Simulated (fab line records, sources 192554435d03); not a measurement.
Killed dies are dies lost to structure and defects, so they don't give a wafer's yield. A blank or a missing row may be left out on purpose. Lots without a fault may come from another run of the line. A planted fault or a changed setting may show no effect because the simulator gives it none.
fab line records | flow n5_finfet
record lots=5 wafers=15 last_day=21
route steps=1938 shown BEOL_M1@756 BEOL_M4@1111 PASSIVATION@1936
lots that met no fault: from a run of the same line without faults
start_h: hours from the record's first day to the start of the lot's first wafer shown | wait_h: hours since the lot's step before | " the same as in the row above | L1.1+2: a row that stands for several wafers | - no value, or no start given | * or withheld: withheld | < > ~ a bound
route shown NAME@n: a module of which the file shows steps, and the number in the route of the first | usual: mean/standard deviation of fault-free wafers | same: alike in all rows | chamber/n: place in a boat | sites: the reading at each site | _std_site: their standard deviation | _edge_site: outer sites' mean less inner sites' | radius_mm: how far each site lies from the wafer's centre | mask NAME#n: copy n | behind: the tool/chamber that last shaped the wafer | hold: why the lot was held/for how many hours/how that ended | device: the transistor (n, p or np) that didn't switch | end of line: the same wafers' tests at the end of the route | a step without rows: its recipe alone | killed: dies lost to structure and defects at the first sort, not the wafer's yield | map: a wafer's dies, x killed, . not, _ none there
set.NAME: the setting as run; set.NAME@STEP: as run at that earlier step | model.NAME: the simulator's own value behind a step, which no gauge read
lots at some steps of the route; a table a step, a row a wafer
services: from which hour (start_h, from the record's first day; less than 0 if before it) a tool's chamber was out of use, for how many hours, and why
## steps
# step N5_BEOL_M1_COAT_62
# recipe resist=SiARC temp_c=220 time_s=60 spin_rpm=1500 resist_thk_nm=12
# step N5_BEOL_M1_COAT_73
# recipe resist=underlayer temp_c=205 time_s=60 spin_rpm=1500 resist_thk_nm=5
# step N5_BEOL_M1_COAT_05
# recipe resist=CAR-EUV spin_rpm=1500 resist_thk_nm=30
# step N5_BEOL_M1_EBR_07
# recipe solvent=PGMEA ebr_width_mm=1.5
# step N5_BEOL_M1_SOFTBAKE_06
# recipe temp_c=110 time_s=60 resist=CAR-EUV
# step N5_BEOL_M1_EXPOSE_08
# recipe mask_id=M1 na=0.33 source_shape=dipole sigma_inner=0.369 sigma_outer=0.767 polarization=unpolarized dose_mj=33
# step N5_BEOL_M1_PEB_09
# recipe peb_temp_c=100 peb_time_s=60 resist=CAR-EUV
# step N5_BEOL_M1_DEVELOP_10
# recipe develop_time_s=30 developer=TMAH resist=CAR-EUV rinse_liquid=surfactant_rinse dry=air_spin dev_temp_c=23
# step N5_BEOL_M1_CD_MEAS_11
# recipe target_cd_nm=17.05 landing_energy_ev=500 detector=se_inlens polarity=opening
# usual cd_nm=16.98/0.26
# columns lot.wafer tool chamber start_h wait_h cd_nm
L477.1 cd_sem-02 0 164.32 - 16.43
L477.2 " 0 " " 16.95
L477.5 " 0 " " 17.36
L476.1 cd_sem-01 0 168.32 - 17.02
L476.2 " 0 " " 16.55
L476.4 " 0 " " 17.06
L478.1 cd_sem-03 0 172.57 - 16.53
L478.4 " 0 " " 17.17
L478.5 " 0 " " 16.99
L490.3 cd_sem-01 0 259.88 - 17.21
L490.4 " 0 " " 17.27
L490.5 " 0 " " 16.95
L492.1 cd_sem-01 0 260.35 - 17.01
L492.2 " 0 " " 16.99
L492.3 " 0 " " 17.21
# step N5_BEOL_M1_OVL_MEAS_12
# recipe points_per_wafer=522
# usual M1_OVL=-0.3/0.61
# columns lot.wafer tool chamber start_h wait_h M1_OVL[nm]
L477.1 overlay-02 0 164.36 0.0 -2.0
L477.2 " 0 " " -0.6
L477.5 " 0 " " -0.3
L476.1 overlay-01 0 168.35 0.0 -1.0
L476.2 " 0 " " -0.4
L476.4 " 0 " " 0.6
L478.1 overlay-01 0 172.60 0.0 0.3
L478.4 " 0 " " -1.2
L478.5 " 0 " " -1.1
L490.3 overlay-02 0 259.92 0.0 0.3
L490.4 " 0 " " 0.1
L490.5 " 0 " " 0.4
L492.1 overlay-02 0 260.38 0.0 -0.4
L492.2 " 0 " " 0.5
L492.3 " 0 " " -0.5
# step N5_BEOL_M1_INSPECT_13
# recipe mode=adi inspect_instrument=brightfield
# usual raw_defect_count=422/100
# columns lot.wafer tool chamber start_h wait_h raw_defect_count
L477.1 defect_inspect-01 - 164.41 0.1 625
L477.2 " - " " 680
L477.5 " - " " 694
L476.1 defect_inspect-01 - 168.41 0.1 447
L476.2 " - " " 383
L476.4 " - " " 486
L478.1 defect_inspect-02 - 172.66 0.1 453
L478.4 " - " " 415
L478.5 " - " " 442
L490.3 defect_inspect-02 - 259.97 0.0 373
L490.4 " - " " 535
L490.5 " - " " 328
L492.1 defect_inspect-01 - 260.44 0.1 368
L492.2 " - " " 374
L492.3 " - " " 243
# step N5_BEOL_M1_DESCUM_16
# recipe chemistry=O2 time_s=7 source_power_w=50 bias_power_w=20 pressure_mtorr=20 rf_frequency_hz=2.712e+07 temp_c=40 resist=CAR-EUV o2_flow_sccm=225
# usual drypump_motor_current_A=5.6/0.45 oes_product_au=0.77/0.066 rf_vpp_V=243.4/1.5 showerhead_plenum_p_Torr=2.11/0.085 temp_c=39.99/0.11 throttle_valve_pct=20.44/0.2
# columns lot.wafer tool chamber start_h wait_h drypump_motor_current_A oes_product_au rf_hours_counter_h rf_vpp_V showerhead_plenum_p_Torr temp_c throttle_valve_pct
L477.1 rie_diel-06 0 164.67 0.3 5.8 0.80 119 243.7 2.07 39.94 20.37
L477.2 " 2 " " 5.5 0.72 208 242.1 2.06 40.00 20.31
L477.5 " 0 " " 5.8 0.79 - 242.5 2.07 39.95 20.38
L476.1 rie_diel-06 2 168.67 0.3 5.5 0.72 210 241.8 2.06 40.03 20.30
L476.2 " 0 " " 5.8 0.79 121 242.1 2.07 40.00 20.39
L476.4 " 1 " " 5.5 0.83 - 245.4 2.21 40.13 20.18
L478.1 rie_diel-06 1 174.29 1.6 5.5 0.81 75 246.4 2.21 40.05 20.19
L478.4 " 0 " " 5.8 0.79 - 244.3 2.07 39.94 20.39
L478.5 " 1 " " 5.5 0.82 - 244.4 2.21 39.95 20.17
L490.3 rie_diel-02 3 260.00 0.0 5.7 0.82 97 241.6 2.01 40.05 20.64
L490.4 " 1 " " 6.4 0.80 - 244.7 2.23 40.06 20.49
L490.5 " 3 " " 5.7 0.82 - 240.9 2.01 39.80 20.65
L492.1 rie_diel-05 1 260.58 0.1 5.6 0.70 224 243.1 2.12 39.89 20.40
L492.2 " 3 " " 5.7 0.72 184 241.1 1.98 40.18 20.25
L492.3 " 0 " " 5.0 0.70 196 241.9 2.00 40.04 20.67
# step N5_BEOL_M1_ETCH_74
# recipe chemistry=N2/H2 target=underlayer target_depth_a=65 mask_material=CAR-EUV time_s=5.2 ion_energy_ev=200 pressure_mtorr=30 source_w=840 bias_w=150 n2_flow_sccm=200 h2_flow_sccm=200 ends=cleared
# usual drypump_motor_current_A=5.6/0.45 etch_rf_on_time_s=5.28/0.18 n2_flow_sccm=200.0/0.62 oes_product_au=0.66/0.058 rf_vpp_V=524.6/3 showerhead_plenum_p_Torr=2.57/0.094 throttle_valve_pct=17.9/0.32
# columns lot.wafer tool chamber start_h wait_h drypump_motor_current_A etch_rf_on_time_s n2_flow_sccm oes_product_au rf_hours_counter_h rf_vpp_V showerhead_plenum_p_Torr throttle_valve_pct
L477.1 rie_diel-06 0 164.70 0.0 5.8 5.33 199.1 0.67 119 525.1 2.57 18.1
L477.2 " 2 " " 5.5 5.28 200.4 0.62 208 520.2 2.50 17.8
L477.5 " 0 " " 5.8 5.33 200.7 0.66 - 524.1 2.57 18.1
L476.1 rie_diel-06 2 168.71 0.0 5.5 5.29 200.4 0.61 210 521.5 2.50 17.8
L476.2 " 0 " " 5.8 5.35 200.9 0.66 121 526.3 2.57 18.2
L476.4 " 1 " " 5.5 5.30 199.4 0.71 - 528.4 2.66 17.4
L478.1 rie_diel-06 1 174.33 0.0 5.5 5.19 200.1 0.71 75 525.0 2.66 17.4
L478.4 " 0 " " 5.8 6.36 199.9 0.61 - 523.6 2.57 18.1
L478.5 " 1 " " 5.6 5.23 199.8 0.70 - 529.0 2.66 17.4
L490.3 rie_diel-02 3 260.03 0.0 5.7 5.39 200.2 0.69 97 520.9 2.49 18.5
L490.4 " 1 " " 6.4 5.49 199.3 0.66 - 527.9 2.67 17.7
L490.5 " 3 " " 5.7 5.46 199.0 0.68 - 522.3 2.49 18.5
L492.1 rie_diel-05 1 260.61 0.0 5.6 5.25 200.3 0.60 224 526.8 2.63 18.2
L492.2 " 3 " " 5.7 5.03 200.1 0.63 184 520.7 2.43 17.8
L492.3 " 0 " " 5.0 5.23 199.1 0.61 196 519.3 2.41 17.9
# step N5_BEOL_M1_ETCH_63
# recipe chemistry=CF4 target=SiARC target_depth_a=156 mask_material=CAR-EUV time_s=26 ion_energy_ev=80 pressure_mtorr=40 source_w=545 bias_w=36 Ar_flow_sccm=100 cf4_flow_sccm=100 ends=cleared
# usual cf4_flow_sccm=99.99/0.3 drypump_motor_current_A=5.6/0.45 etch_rf_on_time_s=26.5/0.84 oes_product_au=0.66/0.058 rf_vpp_V=184.4/1.3 showerhead_plenum_p_Torr=2.16/0.076 throttle_valve_pct=15.65/0.21
# columns lot.wafer tool chamber start_h wait_h cf4_flow_sccm drypump_motor_current_A etch_rf_on_time_s oes_product_au rf_hours_counter_h rf_vpp_V showerhead_plenum_p_Torr throttle_valve_pct
L477.1 rie_diel-06 0 164.72 0.0 99.71 5.8 26.7 0.67 119 184.7 2.15 15.74
L477.2 " 2 " " 100.14 5.5 26.7 0.61 208 184.1 2.14 15.66
L477.5 " 0 " " 99.97 5.8 26.9 0.66 - 184.5 2.15 15.76
L476.1 rie_diel-06 2 168.73 0.0 99.84 5.5 26.6 0.61 210 184.7 2.14 15.65
L476.2 " 0 " " 100.03 5.8 26.9 0.66 121 184.6 2.15 15.76
L476.4 " 1 " " 100.31 5.5 26.4 0.71 - 183.7 2.24 15.26
L478.1 rie_diel-06 1 174.34 0.0 100.02 5.5 26.1 0.70 75 184.8 2.24 15.26
L478.4 " 0 " " 99.87 5.8 26.9 0.65 - 185.2 2.14 15.78
L478.5 " 1 " " 100.65 5.5 26.1 0.71 - 185.4 2.24 15.24
L490.3 rie_diel-02 3 260.05 0.0 99.65 5.7 27.1 0.68 97 181.9 2.07 15.85
L490.4 " 1 " " 100.14 6.4 27.5 0.66 - 186.8 2.25 15.52
L490.5 " 3 " " 99.33 5.7 27.0 0.68 - 183.8 2.07 15.86
L492.1 rie_diel-05 1 260.63 0.0 99.72 5.6 26.5 0.59 224 184.6 2.20 15.86
L492.2 " 3 " " 100.44 5.8 25.8 0.63 184 181.6 2.04 15.56
L492.3 " 0 " " 100.08 5.0 26.9 0.60 196 182.9 2.05 15.80
# step N5_BEOL_M4_RC_MEAS_101
# usual DIBL_N=36.1/2.3 DIBL_P=36/3.2 IOFF_N=0.16/0.045 IOFF_P=0.21/0.049 ION_N=674/14 ION_P=462/8.4 SS_N=71.6/0.83 SS_P=73.2/0.87 VT_N=249/3.8 VT_P=-250/3.4
# columns lot.wafer tool chamber start_h wait_h DIBL_N[mV/V] DIBL_P[mV/V] IOFF_N[nA/um] IOFF_P[nA/um] ION_N[uA/um] ION_P[uA/um] SS_N[mV/dec] SS_P[mV/dec] VT_N[mV] VT_P[mV]
L477.1 prober-02 0 286.55 0.0 33.5 32 0.11 0.14 664 453 70.6 72.3 254 -257
L477.2 " 0 " " 39.3 38 0.19 0.22 673 456 73.2 73.2 249 -252
L477.5 " 0 " " 37.1 37 0.16 0.20 669 461 71.9 73.6 250 -252
L476.1 prober-02 0 310.74 0.0 41.7 42 0.29 0.30 681 461 73.6 75.0 245 -248
L476.2 " 0 " " 37.4 38 0.19 0.23 692 471 71.7 74.3 245 -251
L476.4 " 0 " " 38.4 39 0.21 0.24 676 456 72.8 74.8 247 -251
L478.1 prober-01 0 313.45 0.0 33.5 33 0.12 0.18 649 449 71.8 73.2 255 -251
L478.4 " 0 " " 31.5 31 0.10 0.15 663 462 69.8 72.0 255 -253
L478.5 " 0 " " 32.1 31 0.10 0.15 642 447 71.7 72.7 258 -252
L490.3 prober-02 0 389.14 0.3 34.9 37 0.16 0.24 673 466 71.2 73.5 247 -246
L490.4 " 0 " " 33.5 35 0.15 0.21 674 465 71.0 72.2 247 -249
L490.5 " 0 " " 39.4 42 0.26 0.34 691 476 72.0 74.5 243 -242
L492.1 prober-01 0 393.78 0.0 34.9 36 0.14 0.20 675 466 71.4 73.1 251 -250
L492.2 " 0 " " 38.5 40 0.20 0.25 690 463 72.2 73.7 248 -248
L492.3 " 0 " " 39.8 41 0.23 0.28 678 463 73.0 74.4 249 -249
# step N5_PASSIVATION_PROBE_49
# usual defect_limited_yield=90.9/1.6 killed_at_M0_to_M3=37/11 killed_at_M4_up=15/5.6 killed_at_contacts=13/6.4 killed_at_front_end=39/11 killed_at_other=4/3.1 killed_dies=107/19 killed_open=71/14 killed_short=34/7.8 sort_bin_4_leakage=0.01/0.053 sort_bin_5_function=5.3/1 sort_bin_6_memory=3.4/0.72 sort_bin_8_speed=0.0/0.42 sort_n_pass=1072/20 sort_yield_pct=90.9/1.7
# same gross_dies=1180 killed_at_back_side=0
# columns lot.wafer tool chamber start_h wait_h defect_limited_yield[%] killed_at_M0_to_M3 killed_at_M4_up killed_at_contacts killed_at_front_end killed_at_other killed_dies killed_open killed_short sort_bin_4_leakage[%] sort_bin_5_function[%] sort_bin_6_memory[%] sort_bin_8_speed[%] sort_n_pass sort_yield_pct[%]
L477.1 prober-01 - 406.22 0.0 90.1 38 8 12 56 3 117 85 30 0 6.3 3.5 0 1063 90.1
L477.2 prober-01 - 406.27 0.1 91.1 36 8 11 46 4 105 63 41 0 5.5 3.0 0 1075 91.1
L477.5 prober-01 - 406.42 0.2 88.7 47 14 9 49 14 133 95 36 0 6.4 4.4 0 1047 88.7
L476.1 prober-02 - 430.21 0.0 89.3 39 19 19 40 9 126 88 32 0.25 6.4 3.6 0 1051 89.1
L476.2 prober-02 - 430.26 0.1 89.4 53 18 18 29 7 125 78 41 0 6.5 3.7 0 1055 89.4
L476.4 prober-02 - 430.36 0.2 88.5 53 23 17 39 4 136 96 36 0 7.3 3.9 0 1044 88.5
# killed by level:class
L477.1 STI_FIN_REVEAL:geometric_particle:open=17 FIN_SAQP:geometric_particle:open=11 BEOL_M1:geometric_particle:open=10 BEOL_M3:geometric_particle:open=9 MOL_CONTACT_COAG:geometric_particle:open=8 BEOL_M2:geometric_particle:open=6 FIN_SAQP:geometric_particle:short=5 GATE_CUT:geometric_particle:short=5
L477.2 FIN_SAQP:geometric_particle:open=14 BEOL_M3:geometric_particle:open=9 MOL_CONTACT_COAG:geometric_particle:open=8 GATE_CUT:geometric_particle:short=6 BEOL_M0_SAQP:geometric_particle:open=6 STARTING-WAFER:geometric_particle:short=6 BEOL_M1:geometric_particle:open=5 BEOL_M4:geometric_particle:open=5
L477.5 STI_FIN_REVEAL:geometric_particle:open=16 FIN_SAQP:geometric_particle:open=15 BEOL_M3:geometric_particle:open=14 BEOL_M0_SAQP:geometric_particle:open=9 MOL_CONTACT_COAG:geometric_particle:open=8 BEOL_M0_SAQP:geometric_particle:short=6 BEOL_M0:geometric_particle:open=6 BEOL_M4:geometric_particle:open=6
L476.1 MOL_CONTACT_COAG:geometric_particle:open=16 BEOL_M2:geometric_particle:open=10 BEOL_M1:geometric_particle:open=9 BEOL_M3:geometric_particle:open=8 DUMMY_GATE:geometric_particle:open=7 FIN_SAQP:geometric_particle:short=7 STI_FIN_REVEAL:geometric_particle:open=7 BEOL_M4:geometric_particle:open=7
L476.2 MOL_CONTACT_COAG:geometric_particle:open=14 BEOL_M2:geometric_particle:open=13 BEOL_M4:geometric_particle:open=10 BEOL_M0_SAQP:geometric_particle:open=9 STI_FIN_REVEAL:geometric_particle:open=8 BEOL_M0_SAQP:geometric_particle:short=7 BEOL_M1:geometric_particle:open=5 BEOL_M1:geometric_particle:short=5
L476.4 BEOL_M0_SAQP:geometric_particle:open=15 MOL_CONTACT_COAG:geometric_particle:open=13 BEOL_M4:geometric_particle:open=12 STI_FIN_REVEAL:geometric_particle:open=10 BEOL_M0_SAQP:geometric_particle:short=9 BEOL_M1:geometric_particle:open=9 FIN_SAQP:geometric_particle:open=6 BEOL_M3:geometric_particle:open=6
## services
# columns tool chamber start_h hours kind
rie_diel-06 3 141.41 1.3 repair
rie_diel-06 3 156.83 2.9 repair
rie_diel-06 3 159.87 - clean
rie_diel-06 3 159.87 - consumable_replace:focus_ring
rie_diel-06 3 159.87 22.0 scheduled_down
rie_diel-06 3 159.87 22.0 vent_cycle
rie_diel-02 - 169.40 14.6 pm
rie_diel-05 3 183.44 8.8 repair
rie_diel-02 - 192.18 1.3 repair
rie_diel-02 2 210.62 5.7 repair
rie_diel-06 0 211.17 17.1 repair
rie_diel-05 3 216.50 6.9 repair
rie_diel-02 0 239.75 - clean
rie_diel-02 0 239.75 - consumable_replace:focus_ring
rie_diel-02 0 239.75 - consumable_replace:showerhead
rie_diel-02 0 239.75 23.9 scheduled_down
rie_diel-02 0 239.75 23.9 vent_cycle
rie_diel-06 - 246.41 0.3 repair
## key
first_sign step=N5_BEOL_M1_ETCH_74 reading=etch_rf_on_time_s direction=up sigmas=6.1 usual=* struck=*
effect none on later readings
met_at N5_BEOL_M1_ETCH_74
struck_wafers L478.4
onset_between 168.71 174.33
fault kind=process_parameter_drift tool=rie_diel-06 chamber=- onset_h=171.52 steps=N5_BEOL_M1_ETCH_74 channel=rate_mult offset=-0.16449 shape=step end_h=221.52 scope=struck_wafers_only
